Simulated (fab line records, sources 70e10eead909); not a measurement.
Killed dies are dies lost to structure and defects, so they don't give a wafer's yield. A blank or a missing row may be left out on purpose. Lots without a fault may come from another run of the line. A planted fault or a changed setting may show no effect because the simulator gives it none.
Which tool did it? | flow nand_harc | 13 lots, 39 wafers sampled, at 5 steps of a route of 1302

WHAT THE GAUGES READ, wafer by wafer
NHARC_A_BONDPAD_THK_MEAS_20: measures by xrf. Usual: thk_nm 169.6 nm, standard deviation 1.6.
lot  | measured     | on            | thk_nm (nm)       | flag
L161 | day 23 11:25 | film_metro-02 | 171.8 167.9 166.9 |
L160 | day 23 17:12 | film_metro-02 | 169.0 168.5 168.2 |
L159 | day 23 18:42 | film_metro-02 | 169.5 171.8 168.3 |
L162 | day 24 11:53 | film_metro-02 | 167.6 169.7 167.9 |
L163 | day 24 12:16 | film_metro-02 | 172.6 170.2 171.1 |
L165 | day 24 23:13 | film_metro-02 | 170.5 169.1 169.9 |
L164 | day 25 00:31 | film_metro-02 | 167.4 167.9 170.2 |
L167 | day 26 19:17 | film_metro-01 | 170.9 168.6 169.7 |
L168 | day 26 23:35 | film_metro-01 | 167.8 169.0 170.2 |
L172 | day 28 02:04 | film_metro-02 | 168.8 169.7 170.6 |
L173 | day 28 18:46 | film_metro-01 | 167.8 170.0 167.1 |
L177 | day 31 06:00 | film_metro-01 | 170.8 173.1 168.7 |
L181 | day 32 04:25 | film_metro-02 | 169.6 169.9 168.7 |

NHARC_HYBRID_BOND_OVL_MEAS_05. Usual: overlay_x_nm 4 nm, standard deviation 33; overlay_y_nm 0 nm, standard deviation 34.
lot  | measured     | on         | overlay_x_nm (nm) | overlay_y_nm (nm) | flag
L161 | day 23 21:19 | overlay-01 | 55 -28 18         | 43 -12 51         |
L160 | day 24 02:52 | overlay-01 | -4 9 -4           | 1 22 -47          |
L159 | day 24 02:52 | overlay-02 | 0 10 24           | 51 49 6           |
L162 | day 24 22:31 | overlay-01 | -1 6 -20          | 67 5 -20          |
L163 | day 24 22:31 | overlay-02 | 11 33 34          | 52 -18 17         |
L165 | day 25 10:54 | overlay-01 | 10 3 5            | -47 18 7          |
L164 | day 25 10:54 | overlay-02 | -2 18 -4          | -18 29 0          |
L167 | day 27 07:52 | overlay-02 | -26 11 20         | -72 34 -9         |
L168 | day 27 07:53 | overlay-01 | 13 -36 6          | 51 -2 -49         |
L172 | day 28 11:47 | overlay-02 | 26 51 51          | -34 0 -16         |
L173 | day 29 05:23 | overlay-01 | 46 -86 -47        | -43 -19 -26       |
L177 | day 31 15:48 | overlay-02 | 60 57 28          | 44 33 -34         |
L181 | day 32 15:52 | overlay-02 | -38 -20 3         | -46 -28 48        |

NHARC_END_SORT_01. Usual: killed_at_array 55, standard deviation 23; killed_at_other 1.0, standard deviation 1.2; killed_at_periphery 3.2, standard deviation 2.7; killed_dies 59, standard deviation 23; killed_open 3.1, standard deviation 1.6; killed_short 2.2, standard deviation 1.5.
lot  | measured     | on        | killed_at_array | killed_at_other | killed_at_periphery | killed_dies | killed_open | killed_short | flag
L173 | day 30 03:25 | prober-02 | 105 150 102     | 0 0 0           | 1 3 4               | 106 153 106 | 2 4 3       | 2 5 3        |

WHICH TOOL RAN EACH LOT (tool, then ch and the chambers of the sampled wafers, then the start)
lot  | NHARC_A_CONTACT_ETCH_91            | NHARC_A_BONDPAD_PRE_CLEAN_26
L161 | rie_diel-11 ch 0,1,2, day 22 09:37 | pvd_sputter-02, day 23 11:25 or earlier
L160 | rie_diel-11 ch 0,1,2, day 22 15:07 | pvd_sputter-02, day 23 17:12 or earlier
L159 | rie_diel-11 ch 0,1,3, day 22 15:55 | pvd_sputter-03, day 23 18:42 or earlier
L162 | rie_diel-11 ch 1,2,3, day 23 08:10 | pvd_sputter-01, day 24 11:53 or earlier
L163 | rie_diel-02 ch 0,1,2, day 23 08:28 | pvd_sputter-01, day 24 12:16 or earlier
L165 | rie_diel-11 ch 0,1,3, day 23 21:49 | pvd_sputter-02, day 24 23:13 or earlier
L164 | rie_diel-11 ch 0,1,2, day 23 23:03 | pvd_sputter-02, day 25 00:31 or earlier
L167 | rie_diel-11 ch 1,2,3, day 25 18:00 | pvd_sputter-01, day 26 19:17 or earlier
L168 | rie_diel-09 ch 0,1,2, day 25 20:52 | pvd_sputter-01, day 26 23:35 or earlier
L172 | rie_diel-11 ch 0,1,2, day 26 22:28 | pvd_sputter-02, day 28 02:04 or earlier
L173 | rie_diel-11 ch 0,1,3, day 27 17:27 | pvd_sputter-01, day 28 18:46 or earlier
L177 | rie_diel-02 ch 1,2,3, day 30 01:36 | pvd_sputter-02, day 31 06:00 or earlier
L181 | rie_diel-09 ch 1,2, day 31 00:22   | pvd_sputter-01, day 32 04:25 or earlier
- NHARC_A_CONTACT_ETCH_91: etches the open film in CH3F/O2, target depth 40 nm, time 85.7 s.
- NHARC_A_BONDPAD_PRE_CLEAN_26: time 30 s.

WHAT THE TOOLS THEMSELVES READ (means of the sampled wafers that have a number; where no wafer has one, the mark that the record gives instead)
NHARC_A_CONTACT_ETCH_91. Usual: drypump_motor_current_A 5.7 A, standard deviation 0.35; oes_product_au 0.938 a.u., standard deviation 0.028; rf_vpp_V 245.7 V, standard deviation 1.4; showerhead_plenum_p_Torr 2.56 Torr, standard deviation 0.087; throttle_valve_pct 20.663 %, standard deviation 0.0096.
lot  | tool        | drypump_motor_current_A (A) | oes_product_au (a.u.) | rf_vpp_V (V) | showerhead_plenum_p_Torr (Torr) | throttle_valve_pct (%) | flag
L161 | rie_diel-11 | 5.7                         | 0.925                 | 245.6        | 2.57                            | 20.671                 |
L160 | rie_diel-11 | 5.7                         | 0.921                 | 245.4        | 2.57                            | 20.674                 |
L159 | rie_diel-11 | 5.6                         | 0.932                 | 246.3        | 2.61                            | 20.670                 |
L162 | rie_diel-11 | 5.7                         | 0.922                 | 246.6        | 2.61                            | 20.665                 |
L163 | rie_diel-02 | 6.2                         | 0.926                 | 246.3        | 2.53                            | 20.667                 |
L165 | rie_diel-11 | 5.7                         | 0.916                 | 246.2        | 2.61                            | 20.668                 |
L164 | rie_diel-11 | 5.6                         | 0.929                 | 245.4        | 2.56                            | 20.658                 |
L167 | rie_diel-11 | 5.8                         | 0.921                 | 246.2        | 2.61                            | 20.657                 |
L168 | rie_diel-09 | 5.8                         | 0.919                 | 245.3        | 2.54                            | 20.659                 |
L172 | rie_diel-11 | 5.7                         | 1.002                 | 246.6        | 2.56                            | 20.670                 |
L173 | rie_diel-11 | 5.7                         | 0.931                 | 245.7        | 2.60                            | 20.663                 |
L177 | rie_diel-02 | 5.6                         | 0.987                 | 244.1        | 2.42                            | 20.663                 |
L181 | rie_diel-09 | 5.8                         | 0.922                 | 245.0        | 2.47                            | 20.665                 |

NHARC_A_BONDPAD_PRE_CLEAN_26. Usual: heater_power_w 398 W, standard deviation 32.
lot  | tool           | heater_power_w (W) | flag
L161 | pvd_sputter-02 | 395                |
L160 | pvd_sputter-02 | 367                |
L159 | pvd_sputter-03 | 411                |
L162 | pvd_sputter-01 | 386                |
L163 | pvd_sputter-01 | 391                |
L165 | pvd_sputter-02 | 394                |
L164 | pvd_sputter-02 | 403                |
L167 | pvd_sputter-01 | 400                |
L168 | pvd_sputter-01 | 379                |
L172 | pvd_sputter-02 | 397                |
L173 | pvd_sputter-01 | 355                |
L177 | pvd_sputter-02 | 400                |
L181 | pvd_sputter-01 | 385                |

THE ANSWER, worked out from the rows above alone
Rule: a lot is off if the mean of its wafers that have a number lies more than 3 standard deviations from the usual mean. A lot without any number at a reading at which 4 lots or more have one is off too. The other lots that the step has rows for count as sound. The gauges are gone through in route order, then the tools' own readings, and for those a lot's mean is taken as printed above. The first step at which some lot is off is used, and at that step the reading that is off furthest; a lot without a number counts as furthest.
No lot is off at any reading shown: from this, nothing can be told.

WHAT THE SIMULATOR HAD PUT IN
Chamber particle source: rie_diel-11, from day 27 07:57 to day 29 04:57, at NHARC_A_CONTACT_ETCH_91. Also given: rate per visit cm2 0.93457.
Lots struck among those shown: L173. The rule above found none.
